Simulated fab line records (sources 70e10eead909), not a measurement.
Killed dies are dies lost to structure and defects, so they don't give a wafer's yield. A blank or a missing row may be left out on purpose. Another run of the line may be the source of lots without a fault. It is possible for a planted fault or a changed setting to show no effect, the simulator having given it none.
The tool behind it: which one? :: flow nandHarc :: 35 wafers from 12 lots sampled at 5 of the route's 1302 steps

WHAT THE GAUGES READ, wafer by wafer
NHARC_A_SGD_CUT_THK_MEAS_22: measures by ellipsometry. Usual: 147.9 nm for thkNm, sd 1.4.
lot: L690
measured: day 19 14:39
on: filmMetro-01
thkNm (nm): 149.2 147.1 148.4
flag: 

lot: L695
measured: day 22 11:22
on: filmMetro-02
thkNm (nm): 135.5 147.6 148.2
flag: 

lot: L694
measured: day 22 17:47
on: filmMetro-02
thkNm (nm): 147.8 147.9 136.4
flag: 

lot: L696
measured: day 23 05:31
on: filmMetro-01
thkNm (nm): 140.3 149.4
flag: 

lot: L705
measured: day 26 00:37
on: filmMetro-01
thkNm (nm): 149.7 146.7 147.6
flag: 

lot: L704
measured: day 26 07:51
on: filmMetro-01
thkNm (nm): 147.3 146.6 147.3
flag: 

lot: L706
measured: day 26 16:22
on: filmMetro-02
thkNm (nm): 146.9 148.4 149.4
flag: 

lot: L707
measured: day 27 14:37
on: filmMetro-02
thkNm (nm): 148.1 146.1 147.5
flag: 

lot: L708
measured: day 28 13:26
on: filmMetro-01
thkNm (nm): 148.3 147.1 148.1
flag: 

lot: L711
measured: day 28 17:54
on: filmMetro-01
thkNm (nm): 149.6 148.8 146.7
flag: 

lot: L710
measured: day 28 18:02
on: filmMetro-02
thkNm (nm): 147.9 150.6 149.8
flag: 

lot: L709
measured: day 28 18:03
on: filmMetro-01
thkNm (nm): 148.0 148.1 146.0
flag: 

EACH LOT AND THE TOOL THAT RAN IT (in order: tool; ch and the chambers of the sampled wafers; start)
lot: L690
NHARC_A_STAIRCASE_STRIP_475: rieDiel-12 ch 0,2,3, day 19 06:47 or earlier
NHARC_A_STAIRCASE_DEP_471: pecvd-03 ch 1,2, day 19 06:47
NHARC_A_STAIRCASE_CMP_472: cmp-01 ch 0,1,3, day 19 07:07
NHARC_A_SGD_CUT_DEP_20: fcvd-02 ch 1, day 19 09:22

lot: L695
NHARC_A_STAIRCASE_STRIP_475: rieDiel-12 ch 0,3, day 22 03:06 or earlier
NHARC_A_STAIRCASE_DEP_471: pecvd-02 ch 0,2, day 22 03:06
NHARC_A_STAIRCASE_CMP_472: cmp-01 ch 0,1,3, day 22 03:23
NHARC_A_SGD_CUT_DEP_20: fcvd-02 ch 0,1, day 22 06:25

lot: L694
NHARC_A_STAIRCASE_STRIP_475: rieDiel-13 ch 1,2,3, day 22 10:20 or earlier
NHARC_A_STAIRCASE_DEP_471: pecvd-02 ch 1,2, day 22 10:20
NHARC_A_STAIRCASE_CMP_472: cmp-02 ch 1,2,3, day 22 10:36
NHARC_A_SGD_CUT_DEP_20: fcvd-02 ch 0,1, day 22 12:54

lot: L696
NHARC_A_STAIRCASE_STRIP_475: rieDiel-12 ch 0,1, day 22 21:43 or earlier
NHARC_A_STAIRCASE_DEP_471: pecvd-03 ch 0,2, day 22 21:43
NHARC_A_STAIRCASE_CMP_472: cmp-02 ch 0,1, day 22 22:01
NHARC_A_SGD_CUT_DEP_20: fcvd-02 ch 0,1, day 23 00:34

lot: L705
NHARC_A_STAIRCASE_STRIP_475: rieDiel-03 ch 1,2,3, day 25 16:37 or earlier
NHARC_A_STAIRCASE_DEP_471: pecvd-04 ch 0,1, day 25 16:37
NHARC_A_STAIRCASE_CMP_472: cmp-04 ch 0,1, day 25 16:55
NHARC_A_SGD_CUT_DEP_20: fcvd-02 ch 1, day 25 19:22

lot: L704
NHARC_A_STAIRCASE_STRIP_475: rieDiel-12 ch 0,2, day 26 00:10 or earlier
NHARC_A_STAIRCASE_DEP_471: pecvd-03 ch 0,1, day 26 00:10
NHARC_A_STAIRCASE_CMP_472: cmp-04 ch 0,3, day 26 00:22
NHARC_A_SGD_CUT_DEP_20: fcvd-02 ch 0,1, day 26 02:52

lot: L706
NHARC_A_STAIRCASE_STRIP_475: rieDiel-13 ch 0,1, day 26 08:46 or earlier
NHARC_A_STAIRCASE_DEP_471: pecvd-03 ch 1,2, day 26 08:46
NHARC_A_STAIRCASE_CMP_472: cmp-02 ch 0,1,3, day 26 09:02
NHARC_A_SGD_CUT_DEP_20: fcvd-02 ch 0,1, day 26 11:31

lot: L707
NHARC_A_STAIRCASE_STRIP_475: rieDiel-03 ch 0,3, day 27 04:52
NHARC_A_STAIRCASE_DEP_471: pecvd-04 ch 0,1,2, day 27 05:01
NHARC_A_STAIRCASE_CMP_472: cmp-02 ch 2,3, day 27 05:16
NHARC_A_SGD_CUT_DEP_20: fcvd-01 ch 0,1, day 27 07:44

lot: L708
NHARC_A_STAIRCASE_STRIP_475: rieDiel-12 ch 1,3, day 28 02:10 or earlier
NHARC_A_STAIRCASE_DEP_471: pecvd-04 ch 0,1,2, day 28 02:10
NHARC_A_STAIRCASE_CMP_472: cmp-02 ch 1,2, day 28 02:26
NHARC_A_SGD_CUT_DEP_20: fcvd-02 ch 0,1, day 28 04:56

lot: L711
NHARC_A_STAIRCASE_STRIP_475: rieDiel-12 ch 0,1,2, day 28 09:32 or earlier
NHARC_A_STAIRCASE_DEP_471: pecvd-02 ch 0,1,2, day 28 09:32
NHARC_A_STAIRCASE_CMP_472: cmp-02 ch 1,3, day 28 09:48
NHARC_A_SGD_CUT_DEP_20: fcvd-01 ch 0,1, day 28 12:44

lot: L710
NHARC_A_STAIRCASE_STRIP_475: rieDiel-03 ch 0,1,3, day 28 09:43 or earlier
NHARC_A_STAIRCASE_DEP_471: pecvd-03 ch 0,1, day 28 09:43
NHARC_A_STAIRCASE_CMP_472: cmp-01 ch 1,3, day 28 10:01
NHARC_A_SGD_CUT_DEP_20: fcvd-02 ch 0, day 28 12:30

lot: L709
NHARC_A_STAIRCASE_STRIP_475: rieDiel-13 ch 0,3, day 28 10:47 or earlier
NHARC_A_STAIRCASE_DEP_471: pecvd-03 ch 0,1,2, day 28 10:47
NHARC_A_STAIRCASE_CMP_472: cmp-02 ch 0,2,3, day 28 11:01
NHARC_A_SGD_CUT_DEP_20: fcvd-01 ch 0,1, day 28 13:35
- NHARC_A_STAIRCASE_STRIP_475: strips in O2, time 20 s.
- NHARC_A_STAIRCASE_DEP_471: deposits SiO2, target thk 100 nm.
- NHARC_A_STAIRCASE_CMP_472: polishes SiO2.
- NHARC_A_SGD_CUT_DEP_20: deposits SiO2, target thk 150 nm.

WHAT THE TOOLS THEMSELVES READ (means of the sampled wafers that have a number; where no wafer has one, the mark that the record gives instead)
NHARC_A_STAIRCASE_STRIP_475. Usual: chamberPressureMTorr 59.99 mTorr (standard deviation 0.054); drypumpMotorCurrentA 5.7 A (standard deviation 0.39); o2FlowSccm 500.2 sccm (standard deviation 1.5); oesProductAu 1.001 a.u. (standard deviation 0.0097); rfVppV 57.7 V (standard deviation 0.97); showerheadPlenumPTorr 3.48 Torr (standard deviation 0.18); throttleValvePct 17.037 % (standard deviation 0.008).
lot: L690
tool: rieDiel-12
chamberPressureMTorr (mTorr): 60.02
drypumpMotorCurrentA (A): 5.8
o2FlowSccm (sccm): 500.0
oesProductAu (a.u.): 1.003
rfVppV (V): 58.3
showerheadPlenumPTorr (Torr): 3.50
throttleValvePct (%): 17.046
flag: 

lot: L695
tool: rieDiel-12
chamberPressureMTorr (mTorr): 60.01
drypumpMotorCurrentA (A): 5.7
o2FlowSccm (sccm): 498.5
oesProductAu (a.u.): 1.004
rfVppV (V): 56.8
showerheadPlenumPTorr (Torr): 3.39
throttleValvePct (%): 17.039
flag: 

lot: L694
tool: rieDiel-13
chamberPressureMTorr (mTorr): 60.00
drypumpMotorCurrentA (A): 5.9
o2FlowSccm (sccm): 499.3
oesProductAu (a.u.): 1.011
rfVppV (V): 57.7
showerheadPlenumPTorr (Torr): 3.36
throttleValvePct (%): 17.044
flag: 

lot: L696
tool: rieDiel-12
chamberPressureMTorr (mTorr): 59.96
drypumpMotorCurrentA (A): 5.5
o2FlowSccm (sccm): 499.4
oesProductAu (a.u.): 1.004
rfVppV (V): 57.0
showerheadPlenumPTorr (Torr): 3.30
throttleValvePct (%): 17.042
flag: 

lot: L705
tool: rieDiel-03
chamberPressureMTorr (mTorr): 59.94
drypumpMotorCurrentA (A): 5.6
o2FlowSccm (sccm): 500.5
oesProductAu (a.u.): 0.993
rfVppV (V): 57.7
showerheadPlenumPTorr (Torr): 3.55
throttleValvePct (%): 17.038
flag: 

lot: L704
tool: rieDiel-12
chamberPressureMTorr (mTorr): 59.97
drypumpMotorCurrentA (A): 5.9
o2FlowSccm (sccm): 500.3
oesProductAu (a.u.): 0.991
rfVppV (V): 57.4
showerheadPlenumPTorr (Torr): 3.51
throttleValvePct (%): 17.036
flag: 

lot: L706
tool: rieDiel-13
chamberPressureMTorr (mTorr): 60.01
drypumpMotorCurrentA (A): 5.5
o2FlowSccm (sccm): 500.5
oesProductAu (a.u.): 0.997
rfVppV (V): 57.1
showerheadPlenumPTorr (Torr): 3.61
throttleValvePct (%): 17.027
flag: 

lot: L707
tool: rieDiel-03
chamberPressureMTorr (mTorr): 60.00
drypumpMotorCurrentA (A): 5.4
o2FlowSccm (sccm): 500.2
oesProductAu (a.u.): 0.999
rfVppV (V): 57.7
showerheadPlenumPTorr (Torr): 3.49
throttleValvePct (%): 17.034
flag: 

lot: L708
tool: rieDiel-12
chamberPressureMTorr (mTorr): 60.01
drypumpMotorCurrentA (A): 5.6
o2FlowSccm (sccm): 499.6
oesProductAu (a.u.): 1.004
rfVppV (V): 58.1
showerheadPlenumPTorr (Torr): 3.71
throttleValvePct (%): 17.032
flag: 

lot: L711
tool: rieDiel-12
chamberPressureMTorr (mTorr): 60.00
drypumpMotorCurrentA (A): 5.7
o2FlowSccm (sccm): 501.3
oesProductAu (a.u.): 0.998
rfVppV (V): 57.8
showerheadPlenumPTorr (Torr): 3.57
throttleValvePct (%): 17.041
flag: 

lot: L710
tool: rieDiel-03
chamberPressureMTorr (mTorr): 59.99
drypumpMotorCurrentA (A): 5.4
o2FlowSccm (sccm): 500.4
oesProductAu (a.u.): 0.999
rfVppV (V): 57.9
showerheadPlenumPTorr (Torr): 3.56
throttleValvePct (%): 17.035
flag: 

lot: L709
tool: rieDiel-13
chamberPressureMTorr (mTorr): 60.03
drypumpMotorCurrentA (A): 5.5
o2FlowSccm (sccm): 499.9
oesProductAu (a.u.): 0.986
rfVppV (V): 57.1
showerheadPlenumPTorr (Torr): 3.46
throttleValvePct (%): 17.034
flag: 

NHARC_A_STAIRCASE_DEP_471. Usual: heaterPowerOuterW 282 W, standard deviation 74; heaterPowerW 521 W, standard deviation 93; showerheadVppV 1823 V, standard deviation 94; throttleValvePct 16.0 %, standard deviation 0.77.
lot: L690
tool: pecvd-03
heaterPowerOuterW (W): 283
heaterPowerW (W): 501
showerheadVppV (V): 1802
throttleValvePct (%): 15.3
flag: 

lot: L695
tool: pecvd-02
heaterPowerOuterW (W): 277
heaterPowerW (W): 532
showerheadVppV (V): 1852
throttleValvePct (%): 15.6
flag: 

lot: L694
tool: pecvd-02
heaterPowerOuterW (W): 273
heaterPowerW (W): 475
showerheadVppV (V): 1675
throttleValvePct (%): 15.6
flag: 

lot: L696
tool: pecvd-03
heaterPowerOuterW (W): 284
heaterPowerW (W): 511
showerheadVppV (V): 1854
throttleValvePct (%): 16.1
flag: 

lot: L705
tool: pecvd-04
heaterPowerOuterW (W): 324
heaterPowerW (W): 590
showerheadVppV (V): 1849
throttleValvePct (%): 15.6
flag: 

lot: L704
tool: pecvd-03
heaterPowerOuterW (W): 170
heaterPowerW (W): 396
showerheadVppV (V): 1794
throttleValvePct (%): 16.7
flag: 

lot: L706
tool: pecvd-03
heaterPowerOuterW (W): 270
heaterPowerW (W): 533
showerheadVppV (V): 1765
throttleValvePct (%): 15.7
flag: 

lot: L707
tool: pecvd-04
heaterPowerOuterW (W): 320
heaterPowerW (W): 574
showerheadVppV (V): 1854
throttleValvePct (%): 15.8
flag: 

lot: L708
tool: pecvd-04
heaterPowerOuterW (W): 309
heaterPowerW (W): 551
showerheadVppV (V): 1865
throttleValvePct (%): 15.6
flag: 

lot: L711
tool: pecvd-02
heaterPowerOuterW (W): 306
heaterPowerW (W): 549
showerheadVppV (V): 1804
throttleValvePct (%): 15.8
flag: 

lot: L710
tool: pecvd-03
heaterPowerOuterW (W): 197
heaterPowerW (W): 436
showerheadVppV (V): 1795
throttleValvePct (%): 16.9
flag: 

lot: L709
tool: pecvd-03
heaterPowerOuterW (W): 232
heaterPowerW (W): 465
showerheadVppV (V): 1805
throttleValvePct (%): 16.2
flag: 

NHARC_A_STAIRCASE_CMP_472. Usual: motorCurrentA 11.8 A, standard deviation 0.96; padLifeWafers 233, standard deviation 120.
lot: L690
tool: cmp-01
motorCurrentA (A): 11.9
padLifeWafers: 194
flag: 

lot: L695
tool: cmp-01
motorCurrentA (A): 11.6
padLifeWafers: 110
flag: 

lot: L694
tool: cmp-02
motorCurrentA (A): 11.5
padLifeWafers: 289
flag: 

lot: L696
tool: cmp-02
motorCurrentA (A): 10.9
padLifeWafers: 349
flag: 

lot: L705
tool: cmp-04
motorCurrentA (A): 11.3
padLifeWafers: 410
flag: 

lot: L704
tool: cmp-04
motorCurrentA (A): 11.8
padLifeWafers: 428
flag: 

lot: L706
tool: cmp-02
motorCurrentA (A): 11.4
padLifeWafers: 356
flag: 

lot: L707
tool: cmp-02
motorCurrentA (A): 12.1
padLifeWafers: 2
flag: 

lot: L708
tool: cmp-02
motorCurrentA (A): 10.9
padLifeWafers: 74
flag: 

lot: L711
tool: cmp-02
motorCurrentA (A): 11.2
padLifeWafers: 116
flag: 

lot: L710
tool: cmp-01
motorCurrentA (A): 12.5
padLifeWafers: 284
flag: 

lot: L709
tool: cmp-02
motorCurrentA (A): 12.7
padLifeWafers: 128
flag: 

THE ANSWER, worked out from the rows above alone
Rule: take the mean of a lot's wafers that have a number; if it is more than 3 standard deviations from the usual mean, the lot is off. A lot without any number at a reading at which 4 lots or more have one is off too. Where the step has rows for the other lots, those lots are counted as sound. Order of review: gauges by route order, followed by the tools' own readings, for which a lot's mean as printed above is used. The first step at which some lot is off is used, and at that step the reading that is off furthest; a lot without a number counts as furthest.
No lot is off at any reading shown: from this, nothing can be told.

WHAT WAS PUT IN BY THE SIMULATOR
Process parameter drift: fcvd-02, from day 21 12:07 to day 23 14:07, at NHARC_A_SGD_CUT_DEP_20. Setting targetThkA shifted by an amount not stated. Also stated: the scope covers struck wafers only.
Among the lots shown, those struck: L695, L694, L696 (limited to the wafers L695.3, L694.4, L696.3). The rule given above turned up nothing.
